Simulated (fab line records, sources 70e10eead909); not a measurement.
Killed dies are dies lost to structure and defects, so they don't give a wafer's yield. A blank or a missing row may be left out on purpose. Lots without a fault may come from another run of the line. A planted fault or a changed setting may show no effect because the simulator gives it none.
Which tool did it? | flow nand_harc | 11 lots, 33 wafers sampled, at 4 steps of a route of 1302

WHAT THE GAUGES READ, wafer by wafer
NHARC_A_SGD_CUT_CD_MEAS_09: target cd 100 nm.
lot  | measured     | on        | cd_nm (nm)
L451 | day 19 15:28 | cd_sem-03 | 100.3 100.1 100.4
L453 | day 20 00:08 | cd_sem-01 | 99.8 99.4 99.7
L455 | day 21 17:41 | cd_sem-03 | 99.7 99.8 100.2
L456 | day 21 21:53 | cd_sem-03 | 101.0 100.6 100.7
L463 | day 23 10:28 | cd_sem-01 | 106.2 107.3 106.6
L461 | day 23 11:38 | cd_sem-02 | 105.4 105.5 105.5
L464 | day 24 01:10 | cd_sem-03 | 104.7 104.2 104.6
L466 | day 25 15:04 | cd_sem-01 | 100.4 99.8 99.8
L465 | day 25 17:57 | cd_sem-01 | 102.7 102.8 103.0
L468 | day 27 03:08 | cd_sem-03 | 99.6 100.5 99.4
L473 | day 28 19:08 | cd_sem-01 | 99.9 100.3 100.5

WHICH TOOL RAN EACH LOT (tool, then ch and the chambers of the sampled wafers, then the start)
lot  | NHARC_A_STAIRCASE_DESCUM_443       | NHARC_A_STAIRCASE_STRIP_446          | NHARC_A_SGD_CUT_EXPOSE_06
L451 | rie_diel-04 ch 0,1, day 19 07:26   | plasma_asher-02 ch 0,1, day 19 11:55 | arfi_scanner-02 ch 0, day 19 15:19
L453 | rie_diel-11 ch 0,1, day 19 16:16   | plasma_asher-02 ch 0,1, day 19 20:49 | arfi_scanner-03 ch 0, day 20 00:00
L455 | rie_diel-08 ch 0,3, day 21 10:00   | plasma_asher-01 ch 0,1, day 21 14:28 | arfi_scanner-03 ch 0, day 21 17:33
L456 | rie_diel-11 ch 0,1, day 21 14:02   | plasma_asher-02 ch 0,1, day 21 18:33 | arfi_scanner-02 ch 0, day 21 21:44
L463 | rie_diel-08 ch 0,2,3, day 23 02:36 | plasma_asher-02 ch 0,1, day 23 07:05 | arfi_scanner-03 ch 0, day 23 10:19
L461 | rie_diel-04 ch 1,3, day 23 02:45   | plasma_asher-02 ch 0,1, day 23 08:10 | arfi_scanner-03 ch 0, day 23 11:30
L464 | rie_diel-11 ch 0,1,3, day 23 17:21 | plasma_asher-01 ch 0,1, day 23 22:00 | arfi_scanner-03 ch 0, day 24 01:02
L466 | rie_diel-08 ch 0,1,2, day 25 07:02 | plasma_asher-01 ch 0,1, day 25 11:38 | arfi_scanner-01 ch 0, day 25 14:55
L465 | rie_diel-08 ch 1,2, day 25 07:10   | plasma_asher-02 ch 0,1, day 25 14:35 | arfi_scanner-03 ch 0, day 25 17:49
L468 | rie_diel-04 ch 0,1, day 26 17:52   | plasma_asher-01 ch 0, day 26 22:25   | arfi_scanner-01 ch 0, day 27 03:00
L473 | rie_diel-04 ch 1,2,3, day 28 11:15 | plasma_asher-02 ch 0,1, day 28 15:46 | arfi_scanner-01 ch 0, day 28 19:00
- NHARC_A_STAIRCASE_DESCUM_443: chemistry O2, time 3 s.
- NHARC_A_STAIRCASE_STRIP_446: strips in O2.
- NHARC_A_SGD_CUT_EXPOSE_06: exposes mask SGD.

THE ANSWER, worked out from the rows above alone
Rule: what is usual is taken from the lots themselves. Put in order of their means at a reading, lots are off if they are a third of the lots or fewer, leave a main group of 4 or more, and stand apart from it by a gap of 3 or more times the standard deviation of the main group's means; of several such gaps the widest counts. A main group whose means are all the same, to the digits that the tables above print for the reading, isn't used. A lot without any number at a reading at which 4 lots or more have one is off too. The other lots that the step has rows for count as sound.
No lot is off at any reading shown: from this, nothing can be told.

WHAT THE SIMULATOR HAD PUT IN
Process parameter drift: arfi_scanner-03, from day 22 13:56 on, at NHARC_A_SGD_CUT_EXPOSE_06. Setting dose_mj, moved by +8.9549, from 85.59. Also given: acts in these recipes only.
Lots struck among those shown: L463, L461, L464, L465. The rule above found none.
